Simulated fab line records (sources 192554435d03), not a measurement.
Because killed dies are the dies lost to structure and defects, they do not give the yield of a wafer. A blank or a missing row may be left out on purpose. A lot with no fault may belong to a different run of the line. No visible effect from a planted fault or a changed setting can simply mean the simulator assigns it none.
3 desks, one fault :: flow n5-finfet :: each desk holds nothing but its own numbers, with what lay behind them at the end

THE TOOL OWNER'S DESK: pecvd-04
The tool's own readings at N5_BEOL_M0_SAQP_ILD_DEP_01 (deposits SiOC from DEMS/O2, target thk 45.419 nm, time 8.7 s): means of the sampled wafers that have a number, for each lot that ran on this tool. Marked OUT: a lot whose mean sits more than 4 standard deviations from the usual mean, which makes it out of limits; the brackets give that distance.
Columns: A = heater-power-w at N5_BEOL_M0_SAQP_ILD_DEP_01, usual 480 W; B = showerhead-plenum-p-Torr at N5_BEOL_M0_SAQP_ILD_DEP_01, usual 5.693 Torr; C = throttle-valve-pct at N5_BEOL_M0_SAQP_ILD_DEP_01, usual 12.0 %
lot: L678
first seen here: day 7 01:52
A: 476
B: 5.691
C: 11.8

lot: L680
first seen here: day 7 11:59
A: 551
B: 5.688
C: 11.7

lot: L682
first seen here: day 8 00:43
A: 544
B: 5.688
C: 11.6

lot: L684
first seen here: day 8 11:31
A: 584
B: 5.701
C: 11.5

lot: L687
first seen here: day 9 05:50
A: 520
B: 5.706
C: 11.6

lot: L688
first seen here: day 9 09:17
A: 479
B: 5.694
C: 11.9

lot: L692
first seen here: day 10 17:13
A: 521
B: 5.710
C: 11.2
This desk's finding: nothing out of limits on any of the 7 lots.

THE DEFECT DESK
Counts from the inspections along the route, per lot, as means over the sampled wafers that have a number. Marked OUT: a lot whose mean sits more than 4 standard deviations from the usual mean, which makes it out of limits; the brackets give that distance.
Columns: A = raw-defect-count at N5_BEOL_M0_INSPECT_127, usual 65
lot: L673
first seen here: day 6 02:31
A: 47

lot: L678
first seen here: day 7 18:14
A: 57

lot: L677
first seen here: day 7 18:24
A: 63

lot: L681
first seen here: day 8 03:50
A: 74

lot: L680
first seen here: day 8 04:28
A: 82

lot: L682
first seen here: day 8 15:05
A: 44

lot: L684
first seen here: day 9 03:32
A: 38

lot: L687
first seen here: day 9 18:43
A: 74

lot: L688
first seen here: day 10 01:02
A: 66

lot: L692
first seen here: day 11 07:40
A: 100

lot: L695
first seen here: day 11 21:24
A: 55
This desk's finding: nothing out of limits on any of the 11 lots.

FROM THE METROLOGY DESK
Means of the sampled wafers that have a number, per lot and without regard to the tool the lot ran on: this is what the gauges read. Marked OUT: a lot whose mean sits more than 4 standard deviations from the usual mean, which makes it out of limits; the brackets give that distance. 7 of its 11 readings are shown: the first one out of limits and those lying furthest out on some lot.
Columns: A = M0_RS at N5_BEOL_M0_RS_MEAS_126, usual 0.539 ohm/sq; B = DIBL_P at N5_BEOL_M4_RC_MEAS_101, usual 36.1 mV/V; C = IOFF_N at N5_BEOL_M4_RC_MEAS_101, usual 0.160 nA/um; D = IOFF_P at N5_BEOL_M4_RC_MEAS_101, usual 0.21 nA/um; E = SS_P at N5_BEOL_M4_RC_MEAS_101, usual 73.3 mV/dec; F = VT_N at N5_BEOL_M4_RC_MEAS_101, usual 250 mV; G = VT_P at N5_BEOL_M4_RC_MEAS_101, usual -249 mV
lot: L673
first seen here: day 6 02:29
A: 0.524
B: 35.5
C: 0.161
D: 0.22
E: 73.3
F: 251
G: -249

lot: L678
first seen here: day 7 18:13
A: 0.533
B: 37.1
C: 0.166
D: 0.21
E: 73.9
F: 250
G: -252

lot: L677
first seen here: day 7 18:22
A: 0.556
B: 36.4
C: 0.157
D: 0.23
E: 73.3
F: 251
G: -248

lot: L681
first seen here: day 8 03:49
A: 0.557
B: 37.0
C: 0.176
D: 0.23
E: 73.6
F: 246
G: -250

lot: L680
first seen here: day 8 04:26
A: 0.539
B: 35.6
C: 0.147
D: 0.19
E: 73.3
F: 253
G: -251

lot: L682
first seen here: day 8 15:04
A: 0.518
B: 37.8
C: 0.173
D: 0.24
E: 73.1
F: 248
G: -246

lot: L684
first seen here: day 9 03:31
A: 0.561
B: 34.9
C: 0.152
D: 0.20
E: 73.2
F: 249
G: -251

lot: L687
first seen here: day 9 18:41
A: 0.465
B: 35.2
C: 0.144
D: 0.17
E: 73.4
F: 252
G: -253

lot: L688
first seen here: day 10 01:00
A: 0.455 (-4.0) OUT
B: 36.0
C: 0.152
D: 0.22
E: 72.8
F: 250
G: -248

lot: L692
first seen here: day 11 07:38
A: 0.462
B: 35.8
C: 0.152
D: 0.21
E: 72.7
F: 250
G: -250

lot: L695
first seen here: day 11 21:22
A: 0.542
B: 39.4
C: 0.202
D: 0.29
E: 74.2
F: 245
G: -243
This desk's finding: out of limits on L688; first on L688, day 10 01:00 (M0_RS at N5_BEOL_M0_RS_MEAS_126). Within limits: L673, L678, L677, L681, L680, L682, L684, L687, L692, L695.

ALL TOGETHER
Metrology desk: alarm possible at day 10 01:00 on L688.
Nothing out of limits was seen by the tool owner's desk.
Nothing the defect desk looked at was out of limits.
The tool owner's desk has L688 on record, within its limits.
The defect desk has L688 on record, within its limits.
All the named lots went through N5_BEOL_M0_SAQP_ILD_DEP_01 on pecvd-04.

WHAT THE SIMULATOR PUT IN
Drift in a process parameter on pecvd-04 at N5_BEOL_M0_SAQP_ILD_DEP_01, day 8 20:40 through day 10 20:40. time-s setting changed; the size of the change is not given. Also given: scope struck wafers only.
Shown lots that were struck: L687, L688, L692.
Time in hours between the start of the fault and the first out-of-limits reading at each desk: metrology desk, 28.
